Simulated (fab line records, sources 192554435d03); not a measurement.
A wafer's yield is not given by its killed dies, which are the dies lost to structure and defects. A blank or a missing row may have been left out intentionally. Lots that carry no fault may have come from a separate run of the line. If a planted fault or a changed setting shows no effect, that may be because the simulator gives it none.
fab line records    flow n5_finfet
record: lots: 7  wafers: 21
route steps=1938 shown BEOL_M3@960 BEOL_M4@1037 BEOL_M5@1141 BEOL_M6@1212
start_h: hours from the record's opening day to when the first of the lot's shown wafers began    wait_h: how many hours have passed since the lot's step before this one    " the same as in the row above    L1.1+2: several wafers, shown together as one row    - no value, or no start given    * or withheld: withheld    < > ~ a bound
route shown NAME@n: a module of which the file shows steps, and the number in the route of the first    usual: mean and standard deviation over wafers with no fault    same: alike in all rows    chamber/n: place in a boat    sites: per-site readings    _std_site: how widely they spread, as a standard deviation    _edge_site: outer sites' mean less inner sites'    radius_mm: how far each site lies from the wafer's centre    mask NAME#n: copy n    behind: the last tool/chamber to shape the wafer    hold: what put the lot on hold/how long, in hours/how the hold closed    device: the transistor (n, p or np) that didn't switch    end of line: the same wafers' tests at the end of the route    a step given without rows: its recipe and nothing more    killed: dies lost to structure and defects at the first sort, not the wafer's yield    map: the dies of a wafer, with x for killed, . for not killed, _ for no die there
set.NAME: setting as actually run; set.NAME@STEP: the setting as run at that earlier step    model.NAME: the simulator's own value behind a step, which no gauge read
lots run with intentionally changed settings; tables by step, rows by wafer
== steps ==
step: N5_BEOL_M3_COAT_22
recipe: resist: CAR-EUV  spin_rpm: 1500  resist_thk_nm: 30
lot.wafer   tool            chamber  start_h  wait_h  set.spin_rpm  model.CAR-EUV_of_BEOL_M3_COAT_22.thk_nm
L075.1      litho_track-05  0        -        -       1500          29.8
L075.3      "               0        "        "       1416          30.8
L075.5      "               0        "        "       1416          30.6
L076.1+2+4  litho_track-04  0        -        -       1500          30
L079.1      litho_track-03  0        -        -       1622          28.8
L079.2      "               0        "        "       1622          29
L079.4      "               0        "        "       1500          30
L084.4+5    litho_track-04  0        -        -       1500          30
L084.6      "               0        "        "       1455          30.4
L088.1      litho_track-03  0        -        -       1500          30
L088.2+4    "               0        "        "       1627          28.8
L094.1+5+6  litho_track-04  0        -        -       1500          30
L096.1+6    litho_track-03  0        -        -       1500          30
L096.4      "               0        "        "       1556          29.4
step: N5_BEOL_M3_EBR_24
recipe: solvent: PGMEA  ebr_width_mm: 1.5
step: N5_BEOL_M3_SOFTBAKE_23
recipe: temp_c: 110  time_s: 60  resist: CAR-EUV
step: N5_BEOL_M3_EXPOSE_25
recipe: mask_id: V2  na: 0.33  source_shape: quasar  sigma_inner: 0.2  sigma_outer: 0.8  polarization: unpolarized  defocus_nm: 5  dose_mj: 63
step: N5_BEOL_M3_PEB_26
recipe: peb_temp_c: 100  peb_time_s: 60  resist: CAR-EUV
step: N5_BEOL_M3_DEVELOP_27
recipe: develop_time_s: 30  developer: TMAH  resist: CAR-EUV  rinse_liquid: surfactant_rinse  dry: air_spin  dev_temp_c: 23
lot.wafer  tool            chamber  start_h  wait_h  set.spin_rpm@BEOL_M3_COAT_22  model.CAR-EUV_of_BEOL_M3_COAT_22.thk_nm
L075.1     litho_track-05  0        -        -       1500                          29.4
L075.3     "               0        "        "       1416                          30.4
L075.5     "               0        "        "       1416                          30.2
L076.1+2   litho_track-05  0        -        -       1500                          29.4
L076.4     "               0        "        "       1500                          29.6
L079.1+2   litho_track-03  0        -        -       1622                          28.4
L079.4     "               0        "        "       1500                          29.6
L084.4+5   litho_track-04  0        -        -       1500                          29.6
L084.6     "               0        "        "       1455                          30
L088.1     litho_track-03  0        -        -       1500                          29.6
L088.2     "               0        "        "       1627                          28.2
L088.4     "               0        "        "       1627                          28.4
L094.1     litho_track-05  0        -        -       1500                          29.6
L094.5+6   "               0        "        "       1500                          29.4
L096.1+6   litho_track-03  0        -        -       1500                          29.6
L096.4     "               0        "        "       1556                          29
step: N5_BEOL_M4_DESCUM_16
recipe: chemistry: O2  time_s: 7  source_power_w: 50  bias_power_w: 20  pressure_mtorr: 20  rf_frequency_hz: 2.712e+07  temp_c: 40  resist: CAR-EUV  o2_flow_sccm: 225
lot.wafer   tool         chamber  start_h  wait_h  set.time_s  model.CAR-EUV_of_BEOL_M4_COAT_05.thk_nm
L075.1      rie_diel-06  2        150.42   0.0     8.294       25.4
L075.3      "            3        "        "       8.294       25.6
L075.5      "            2        "        "       7           26
L076.1+2+4  rie_diel-04  3,1,0    157.37   0.3     7           26
L079.1+2    rie_diel-02  2,1      181.53   0.0     5.709       26.8
L079.4      "            0        "        "       7           26.2
L084.4      rie_diel-06  3        201.38   0.1     7           26.2
L084.5      "            2        "        "       5.853       26.8
L084.6      "            1        "        "       7           26
L088.1+4    rie_diel-04  0,2      239.04   0.4     5.429       26.8
L088.2      "            1        "        "       7           26
L094.1+5    rie_diel-04  2,0      265.72   0.0     7           26
L094.6      "            1        "        "       7           25.8
L096.1+4    rie_diel-04  1,2      288.21   0.0     7           26
L096.6      "            3        "        "       7           26.2
step: N5_BEOL_M4_ETCH_74
recipe: chemistry: N2/H2  target: underlayer  target_depth_a: 65  mask_material: CAR-EUV  time_s: 5.2  ion_energy_ev: 200  pressure_mtorr: 30  source_w: 840  bias_w: 150  n2_flow_sccm: 200  h2_flow_sccm: 200  ends: cleared
lot.wafer   tool         chamber  start_h  wait_h  set.time_s@BEOL_M4_DESCUM_16  model.CAR-EUV_of_BEOL_M4_COAT_05.thk_nm
L075.1+3    rie_diel-06  2,3      150.45   0.0     8.294                         19.8
L075.5      "            2        "        "       7                             20.4
L076.1+2+4  rie_diel-04  3,1,0    157.41   0.0     7                             20.4
L079.1+2    rie_diel-02  2,1      181.57   0.0     5.709                         21
L079.4      "            0        "        "       7                             20.4
L084.4      rie_diel-06  3        201.41   0.0     7                             20.4
L084.5      "            2        "        "       5.853                         21
L084.6      "            1        "        "       7                             20.2
L088.1+4    rie_diel-04  0,2      239.08   0.0     5.429                         21.2
L088.2      "            1        "        "       7                             20.2
L094.1+5+6  rie_diel-04  2,0,1    265.75   0.0     7                             20.2
L096.1+4+6  rie_diel-04  1,2,3    288.24   0.0     7                             20.4
step: N5_BEOL_M4_ETCH_63
recipe: chemistry: CF4  target: SiARC  target_depth_a: 156  mask_material: CAR-EUV  time_s: 26  ion_energy_ev: 80  pressure_mtorr: 40  source_w: 545  bias_w: 36  Ar_flow_sccm: 100  cf4_flow_sccm: 100  ends: cleared
lot.wafer   tool         chamber  start_h  wait_h  set.time_s@BEOL_M4_DESCUM_16  model.CAR-EUV_of_BEOL_M4_COAT_05.thk_nm
L075.1+3    rie_diel-06  2,3      150.47   0.0     8.294                         10.6
L075.5      "            2        "        "       7                             11
L076.1+2+4  rie_diel-04  3,1,0    157.42   0.0     7                             11.2
L079.1+2    rie_diel-02  2,1      181.58   0.0     5.709                         11.8
L079.4      "            0        "        "       7                             11.2
L084.4      rie_diel-06  3        201.43   0.0     7                             11.2
L084.5      "            2        "        "       5.853                         11.8
L084.6      "            1        "        "       7                             11
L088.1+4    rie_diel-04  0,2      239.10   0.0     5.429                         12
L088.2      "            1        "        "       7                             11.2
L094.1+5+6  rie_diel-04  2,0,1    265.77   0.0     7                             11
L096.1+4+6  rie_diel-04  1,2,3    288.26   0.0     7                             11.2
step: N5_BEOL_M4_DESCUM_33
recipe: chemistry: O2  time_s: 7  source_power_w: 50  bias_power_w: 20  pressure_mtorr: 20  rf_frequency_hz: 2.712e+07  temp_c: 40  resist: CAR-EUV  o2_flow_sccm: 225
lot.wafer   tool         chamber  start_h  wait_h  set.time_s  model.CAR-EUV_of_BEOL_M4_COAT_22.thk_nm
L075.1      rie_diel-06  2        151.52   0.0     6.245       26.4
L075.3+5    "            3,2      "        "       7           26
L076.1+2+4  rie_diel-06  3,2,2    158.44   0.0     7           26.2
L079.1      rie_diel-06  0        182.41   0.0     7           26.2
L079.2+4    "            3,2      "        "       8.192       25.6
L084.4      rie_diel-06  3        202.26   0.0     7           26.2
L084.5      "            2        "        "       7           26
L084.6      "            1        "        "       5.507       26.8
L088.1      rie_diel-06  3        239.92   0.0     7.475       26
L088.2      "            2        "        "       7.475       25.8
L088.4      "            2        "        "       7           26.2
L094.1      rie_diel-02  3        266.59   0.0     8.28        25.4
L094.5      "            3        "        "       7           26.2
L094.6      "            0        "        "       8.28        25.6
L096.1      rie_diel-02  0        289.21   0.0     7           26.2
L096.4+6    "            3,2      "        "       7           26
step: N5_BEOL_M4_ETCH_77
recipe: chemistry: N2/H2  target: underlayer  target_depth_a: 65  mask_material: CAR-EUV  time_s: 5.2  ion_energy_ev: 200  pressure_mtorr: 30  source_w: 840  bias_w: 150  n2_flow_sccm: 200  h2_flow_sccm: 200  ends: cleared
lot.wafer   tool         chamber  start_h  wait_h  set.time_s@BEOL_M4_DESCUM_33  model.CAR-EUV_of_BEOL_M4_COAT_22.thk_nm
L075.1      rie_diel-06  2        151.55   0.0     6.245                         20.6
L075.3      "            3        "        "       7                             20.4
L075.5      "            2        "        "       7                             20.2
L076.1+2+4  rie_diel-06  3,2,2    158.47   0.0     7                             20.4
L079.1      rie_diel-06  0        182.44   0.0     7                             20.4
L079.2      "            3        "        "       8.192                         20
L079.4      "            2        "        "       8.192                         19.8
L084.4      rie_diel-06  3        202.28   0.0     7                             20.4
L084.5      "            2        "        "       7                             20.2
L084.6      "            1        "        "       5.507                         21
L088.1+2    rie_diel-06  3,2      239.96   0.0     7.475                         20.2
L088.4      "            2        "        "       7                             20.4
L094.1      rie_diel-02  3        266.63   0.0     8.28                          19.6
L094.5      "            3        "        "       7                             20.4
L094.6      "            0        "        "       8.28                          19.8
L096.1      rie_diel-02  0        289.24   0.0     7                             20.4
L096.4+6    "            3,2      "        "       7                             20.2
step: N5_BEOL_M4_ETCH_69
recipe: chemistry: CF4  target: SiARC  target_depth_a: 156  mask_material: CAR-EUV  time_s: 26  ion_energy_ev: 80  pressure_mtorr: 40  source_w: 545  bias_w: 36  Ar_flow_sccm: 100  cf4_flow_sccm: 100  ends: cleared
lot.wafer   tool         chamber  start_h  wait_h  set.cf4_flow_sccm
L075.1      rie_diel-06  2        151.57   0.0     108.8
L075.3+5    "            3,2      "        "       100
L076.1+2+4  rie_diel-06  3,2,2    158.49   0.0     100
L079.1+2+4  rie_diel-06  0,3,2    182.46   0.0     100
L084.4+5+6  rie_diel-06  3,2,1    202.32   0.0     100
L088.1+2    rie_diel-06  3,2      239.97   0.0     110.3
L088.4      "            2        "        "       100
L094.1+5    rie_diel-02  3        266.65   0.0     100
L094.6      "            0        "        "       111.8
L096.1+4+6  rie_diel-02  0,3,2    289.26   0.0     100
step: N5_BEOL_M4_ALD_98
recipe: material: SiO2  target_thk_a: 25  temp_c: 100  ald_precursor_family: BDEAS  ald_co_reactant: O2-plasma  pulse_time_s: 1  co_reactant_pulse_time_s: 1  purge_time_s: 2  co_reactant_purge_time_s: 2  ald_cycles: 17  pressure_torr: 2
step: N5_BEOL_M4_ETCHBACK_99
recipe: chemistry: CHF3  target: SiO2  target_depth_a: 50  time_s: 10.4  source_w: 215  bias_w: 47  Ar_flow_sccm: 200  CHF3_flow_sccm: 12  ion_energy_ev: 100  pressure_mtorr: 30
lot.wafer  tool         chamber  start_h  wait_h  set.time_s@BEOL_M4_DESCUM_33  model.CAR-EUV_of_BEOL_M4_COAT_22.thk_nm
L075.1     rie_diel-04  1        154.54   2.8     6.245                         10.8
L075.3+5   "            3,0      "        "       7                             10.4
L076.1+4   rie_diel-06  3,0      158.98   0.3     7                             10.4
L076.2     "            2        "        "       7                             10.6
L079.1     rie_diel-06  2        183.46   0.3     7                             10.6
L079.2     "            0        "        "       8.192                         10
L079.4     "            3        "        "       8.192                         9.8
L084.4     rie_diel-06  1        205.26   2.8     7                             10.4
L084.5     "            3        "        "       7                             10.2
L084.6     "            2        "        "       5.507                         11
L088.1+2   rie_diel-06  0,2      241.09   0.9     7.475                         10.2
L088.4     "            2        "        "       7                             10.6
L094.1     rie_diel-06  2        266.85   0.1     8.28                          9.8
L094.5     "            1        "        "       7                             10.6
L094.6     "            2        "        "       8.28                          10
L096.1     rie_diel-04  3        290.81   1.3     7                             10.6
L096.4     "            1        "        "       7                             10.2
L096.6     "            0        "        "       7                             10.4
step: N5_BEOL_M5_COAT_74
recipe: resist: underlayer  temp_c: 205  time_s: 60  spin_rpm: 1500  resist_thk_nm: 5
lot.wafer   tool            chamber  start_h  wait_h  set.spin_rpm
L075.1+3+5  litho_track-03  0        -        -       1500
L076.1+2+4  litho_track-02  0        -        -       1500
L079.1+4    litho_track-02  0        -        -       1353
L079.2      "               0        "        "       1500
L084.4+5+6  litho_track-04  0        -        -       1500
L088.1+4    litho_track-02  0        -        -       1659
L088.2      "               0        "        "       1500
L094.1+6    litho_track-02  0        -        -       1390
L094.5      "               0        "        "       1500
L096.1+4    litho_track-03  0        -        -       1500
L096.6      "               0        "        "       1432
step: N5_BEOL_M5_EXPOSE_25
recipe: mask_id: V4  na: 0.33  source_shape: quasar  sigma_inner: 0.2  sigma_outer: 0.6  polarization: unpolarized  defocus_nm: 10  dose_mj: 52.75
lot.wafer   tool            chamber  start_h  wait_h  mask  set.dose_mj
L075.1+3+5  euv_scanner-02  0        164.11   -       V4#0  52.75
L076.1+2+4  euv_scanner-02  0        167.41   -       V4#0  52.75
L079.1+2+4  euv_scanner-01  0        193.04   -       V4#0  52.75
L084.4+6    euv_scanner-01  0        216.90   -       V4#0  56.02
L084.5      "               0        "        "       V4#0  52.75
L088.1+2    euv_scanner-02  0        250.70   -       V4#0  52.75
L088.4      "               0        "        "       V4#0  50.66
L094.1+5    euv_scanner-02  0        276.55   -       V4#0  55.16
L094.6      "               0        "        "       V4#0  52.75
L096.1+6    euv_scanner-01  0        299.34   -       V4#0  52.75
L096.4      "               0        "        "       V4#0  49.22
step: N5_BEOL_M5_PEB_26
recipe: peb_temp_c: 100  peb_time_s: 60  resist: CAR-EUV
step: N5_BEOL_M5_DEVELOP_27
recipe: develop_time_s: 30  developer: TMAH  resist: CAR-EUV  rinse_liquid: surfactant_rinse  dry: air_spin  dev_temp_c: 23
step: N5_BEOL_M5_CD_MEAS_28
recipe: target_cd_nm: 30.6  landing_energy_ev: 500  detector: se_inlens  target_cd_y_nm: 20  polarity: opening
usual: cd_nm: 30.59/0.23
lot.wafer  tool       chamber  start_h  wait_h  set.dose_mj@BEOL_M5_EXPOSE_25  cd_nm
L075.1     cd_sem-03  0        164.24   -       52.75                          30.58
L075.3     "          0        "        "       52.75                          30.44
L075.5     "          0        "        "       52.75                          30.53
L076.1     cd_sem-01  0        167.55   -       52.75                          30.14
L076.2     "          0        "        "       52.75                          30.50
L076.4     "          0        "        "       52.75                          30.97
L079.1     cd_sem-03  0        193.18   -       52.75                          30.39
L079.2     "          0        "        "       52.75                          30.69
L079.4     "          0        "        "       52.75                          30.83
L084.4     cd_sem-01  0        217.02   -       56.02                          32.20
L084.5     "          0        "        "       52.75                          30.85
L084.6     "          0        "        "       56.02                          32.02
L088.1     cd_sem-01  0        250.84   -       52.75                          30.97
L088.2     "          0        "        "       52.75                          30.73
L088.4     "          0        "        "       50.66                          29.94
L094.1     cd_sem-03  0        276.69   -       55.16                          31.50
L094.5     "          0        "        "       55.16                          31.72
L094.6     "          0        "        "       52.75                          30.85
L096.1     cd_sem-01  0        299.48   -       52.75                          30.24
L096.4     "          0        "        "       49.22                          28.71
L096.6     "          0        "        "       52.75                          30.70
step: N5_BEOL_M5_DESCUM_33
recipe: chemistry: O2  time_s: 7  source_power_w: 50  bias_power_w: 20  pressure_mtorr: 20  rf_frequency_hz: 2.712e+07  temp_c: 40  resist: CAR-EUV  o2_flow_sccm: 225
step: N5_BEOL_M5_ETCH_75
recipe: chemistry: N2/H2  target: underlayer  target_depth_a: 65  mask_material: CAR-EUV  time_s: 5.2  ion_energy_ev: 200  pressure_mtorr: 30  source_w: 840  bias_w: 150  n2_flow_sccm: 200  h2_flow_sccm: 200  ends: cleared
lot.wafer  tool         chamber  start_h  wait_h  set.spin_rpm@BEOL_M5_COAT_74  set.dose_mj@BEOL_M5_EXPOSE_25  model.BEOL_M5.cd_nm  model.etch.depth_nm
L075.1     rie_diel-01  0        164.40   0.0     1500                          52.75                          27.4                 4.999
L075.3     "            1        "        "       1500                          52.75                          27.6                 5.012
L075.5     "            3        "        "       1500                          52.75                          27.8                 5.007
L076.1     rie_diel-03  0        167.94   0.0     1500                          52.75                          28                   4.987
L076.2     "            2        "        "       1500                          52.75                          27.6                 4.994
L076.4     "            3        "        "       1500                          52.75                          27.8                 4.989
L079.1     rie_diel-05  3        193.71   0.0     1353                          52.75                          28.2                 5.267
L079.2     "            1        "        "       1500                          52.75                          28.4                 5.011
L079.4     "            0        "        "       1353                          52.75                          28.4                 5.262
L084.4     rie_diel-05  2        217.20   0.0     1500                          56.02                          29.2                 5.004
L084.5     "            0        "        "       1500                          52.75                          28                   5.005
L084.6     "            1        "        "       1500                          56.02                          29.4                 5.005
L088.1     rie_diel-01  1        251.19   0.0     1659                          52.75                          28.6                 4.759
L088.2     "            3        "        "       1500                          52.75                          28                   4.995
L088.4     "            2        "        "       1659                          50.66                          27.4                 4.759
L094.1     rie_diel-01  0        277.41   0.0     1390                          55.16                          29                   5.163
L094.5     "            2        "        "       1500                          55.16                          28.8                 4.976
L094.6     "            1        "        "       1390                          52.75                          27.8                 5.164
L096.1     rie_diel-01  0        299.63   0.0     1500                          52.75                          27.4                 5.01
L096.4     "            3        "        "       1500                          49.22                          26.6                 5.005
L096.6     "            3        "        "       1432                          52.75                          28                   5.129
step: N5_BEOL_M6_ETCH_62
recipe: chemistry: N2/H2  target: SOC  target_depth_a: 1100  overetch_a: 220  mask_material: SiARC  temp_c: 40  time_s: 165  ion_energy_ev: 200  pressure_mtorr: 30  source_w: 840  bias_w: 150  n2_flow_sccm: 200  h2_flow_sccm: 200
lot.wafer   tool         chamber  start_h  wait_h  set.time_s  model.SiARC_of_BEOL_M6_COAT_60.thk_nm
L075.1      rie_diel-02  0        175.95   0.0     165         28.4
L075.3+5    "            2        "        "       165         28.6
L076.1      rie_diel-02  2        179.62   0.0     165         28.4
L076.2      "            3        "        "       165         28.2
L076.4      "            1        "        "       165         28.6
L079.1      rie_diel-04  2        204.43   0.0     165         28.4
L079.2      "            1        "        "       165         28
L079.4      "            3        "        "       193.2       27
L084.4      rie_diel-02  3        228.48   0.0     165         28.2
L084.5      "            3        "        "       136         29.4
L084.6      "            2        "        "       136         29.6
L088.1+2+4  rie_diel-04  2,3,0    260.80   0.0     165         28.4
L094.1      rie_diel-04  1        287.85   0.0     194.1       26.6
L094.5      "            2        "        "       194.1       27.2
L094.6      "            3        "        "       165         28.4
L096.1      rie_diel-02  0        309.44   0.0     165         28.2
L096.4+6    "            3,0      "        "       177.5       27.6
step: N5_BEOL_M6_COAT_22
recipe: resist: CAR-EUV  spin_rpm: 1500  resist_thk_nm: 30
lot.wafer   tool            chamber  start_h  wait_h  set.spin_rpm  model.CAR-EUV_of_BEOL_M6_COAT_22.thk_nm
L075.1+3+5  litho_track-04  0        -        -       1500          30
L076.1+2+4  litho_track-01  0        -        -       1500          30.2
L079.1+2    litho_track-04  0        -        -       1377          31.2
L079.4      "               0        "        "       1500          30
L084.4+5+6  litho_track-01  0        -        -       1617          29
L088.1      litho_track-01  0        -        -       1500          30
L088.2+4    "               0        "        "       1417          30.8
L094.1+5+6  litho_track-04  0        -        -       1500          29.8
L096.1      litho_track-01  0        -        -       1500          30
L096.4      "               0        "        "       1647          28.6
L096.6      "               0        "        "       1647          28.8
step: N5_BEOL_M6_EBR_24
recipe: solvent: PGMEA  ebr_width_mm: 1.5
step: N5_BEOL_M6_SOFTBAKE_23
recipe: temp_c: 110  time_s: 60  resist: CAR-EUV
step: N5_BEOL_M6_EXPOSE_25
recipe: mask_id: V5  na: 0.33  source_shape: annular  sigma_inner: 0.4  sigma_outer: 0.8  polarization: unpolarized  target_cd_nm: 40  dose_mj: 45
step: N5_BEOL_M6_PEB_26
recipe: peb_temp_c: 100  peb_time_s: 60  resist: CAR-EUV
step: N5_BEOL_M6_DEVELOP_27
recipe: develop_time_s: 30  developer: TMAH  resist: CAR-EUV  rinse_liquid: surfactant_rinse  dry: air_spin  dev_temp_c: 23
lot.wafer   tool            chamber  start_h  wait_h  set.spin_rpm@BEOL_M6_COAT_22  model.CAR-EUV_of_BEOL_M6_COAT_22.thk_nm
L075.1+3+5  litho_track-05  0        -        -       1500                          29.6
L076.1      litho_track-05  0        -        -       1500                          29.6
L076.2+4    "               0        "        "       1500                          29.8
L079.1+2    litho_track-01  0        -        -       1377                          30.8
L079.4      "               0        "        "       1500                          29.4
L084.4+5+6  litho_track-01  0        -        -       1617                          28.6
L088.1      litho_track-01  0        -        -       1500                          29.6
L088.2+4    "               0        "        "       1417                          30.4
L094.1+5+6  litho_track-01  0        -        -       1500                          29.4
L096.1      litho_track-05  0        -        -       1500                          29.6
L096.4+6    "               0        "        "       1647                          28.2
== key ==
split: step: N5_BEOL_M3_COAT_22  setting: spin_rpm  stated: 1500  by: wafer
response: step: N5_BEOL_M3_COAT_22  reading: model.CAR-EUV_of_BEOL_M3_COAT_22.thk_nm  change: -0.144  per: 1%  r: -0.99
response: step: N5_BEOL_M3_DEVELOP_27  reading: model.CAR-EUV_of_BEOL_M3_COAT_22.thk_nm  change: -0.152  per: 1%  r: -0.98
split: step: N5_BEOL_M4_DESCUM_16  setting: time_s  stated: 7  by: wafer
response: step: N5_BEOL_M4_DESCUM_16  reading: model.CAR-EUV_of_BEOL_M4_COAT_05.thk_nm  change: -0.0342  per: 1%  r: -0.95
response: step: N5_BEOL_M4_ETCH_74  reading: model.CAR-EUV_of_BEOL_M4_COAT_05.thk_nm  change: -0.0386  per: 1%  r: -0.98
response: step: N5_BEOL_M4_ETCH_63  reading: model.CAR-EUV_of_BEOL_M4_COAT_05.thk_nm  change: -0.0329  per: 1%  r: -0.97
split: step: N5_BEOL_M4_DESCUM_33  setting: time_s  stated: 7  by: wafer
response: step: N5_BEOL_M4_DESCUM_33  reading: model.CAR-EUV_of_BEOL_M4_COAT_22.thk_nm  change: -0.0357  per: 1%  r: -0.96
response: step: N5_BEOL_M4_ETCH_77  reading: model.CAR-EUV_of_BEOL_M4_COAT_22.thk_nm  change: -0.0329  per: 1%  r: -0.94
response: step: N5_BEOL_M4_ETCHBACK_99  reading: model.CAR-EUV_of_BEOL_M4_COAT_22.thk_nm  change: -0.0376  per: 1%  r: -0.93
split: step: N5_BEOL_M4_ETCH_69  setting: cf4_flow_sccm  stated: 100  by: wafer
response none clear
split: step: N5_BEOL_M5_COAT_74  setting: spin_rpm  stated: 1500  by: wafer
response: step: N5_BEOL_M5_ETCH_75  reading: model.etch.depth_nm  change: -0.0244  per: 1%  r: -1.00
split: step: N5_BEOL_M5_EXPOSE_25  setting: dose_mj  stated: 52.75  by: wafer
response: step: N5_BEOL_M5_CD_MEAS_28  reading: cd_nm  change: +0.223  per: 1%  r: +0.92
response: step: N5_BEOL_M5_ETCH_75  reading: model.BEOL_M5.cd_nm  change: +0.2  per: 1%  r: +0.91
split: step: N5_BEOL_M6_ETCH_62  setting: time_s  stated: 165  by: wafer
response: step: N5_BEOL_M6_ETCH_62  reading: model.SiARC_of_BEOL_M6_COAT_60.thk_nm  change: -0.0767  per: 1%  r: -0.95
split: step: N5_BEOL_M6_COAT_22  setting: spin_rpm  stated: 1500  by: wafer
response: step: N5_BEOL_M6_COAT_22  reading: model.CAR-EUV_of_BEOL_M6_COAT_22.thk_nm  change: -0.139  per: 1%  r: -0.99
response: step: N5_BEOL_M6_DEVELOP_27  reading: model.CAR-EUV_of_BEOL_M6_COAT_22.thk_nm  change: -0.153  per: 1%  r: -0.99
